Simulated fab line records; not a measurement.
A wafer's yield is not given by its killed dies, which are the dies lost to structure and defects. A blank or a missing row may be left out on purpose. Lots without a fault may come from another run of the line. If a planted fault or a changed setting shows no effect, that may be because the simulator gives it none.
Matching of chambers | flow n5Finfet | aldSin-03 running N5_BEOL_M1_ALD_98: 4 sister chambers
The step deposits SiO2, target thk 2.5 nm, pulse time 1 s, co reactant pulse time 1 s. 7 wafers are shown with their chamber, then 7 later ones without.

WAFERS, EACH WITH ITS CHAMBER
wafer  | chamber | heaterPowerW (W) | precursorPulseHeightRel
L075.6 | 0       | 88               | 0.957
L079.1 | 2       | 95               | 0.972
L082.4 | 2       | 94               | 1.029
L087.4 | 3       | 64               | 1.005
L087.5 | 1       | 69               | 0.991
L088.2 | 1       | 67               | 1.002
L088.4 | 3       | 64               | 1.011

WAFERS WITH NO CHAMBER GIVEN
wafer  | heaterPowerW (W) | precursorPulseHeightRel
L088.5 | 89               | 1.002
L092.1 | 94               | 0.973
L092.3 | 69               | 1.002
L092.4 | 87               | 0.996
L097.1 | 70               | 0.976
L097.5 | 96               | 1.022
L097.6 | 61               | 0.995

EACH ONE'S CHAMBER
wafer  | from the rows above | in truth
L088.5 | 0                   | 0
L092.1 | 2                   | 2
L092.3 | 1                   | 1
L092.4 | 0                   | 0
L097.1 | 1                   | 1
L097.5 | 2                   | 2
L097.6 | 3                   | 3
Correctly placed: 7 of 7. Number that these rows cannot place: 0. Wrongly placed: 0.
How it was worked out, from the rows above alone: a wafer's distance from a chamber is the root of the sum, over the readings, of the square of ((its reading less the chamber's mean) divided by the reading's scatter). If the next closest chamber is less than 2 further off than the closest, the wafer can't be placed; otherwise it belongs to the closest. The mean given for a chamber averages the wafers shown for that chamber. The scatter: the root of (the sum of the squares of (reading less its chamber's mean) over the shown wafers, divided by (wafers less chambers)).
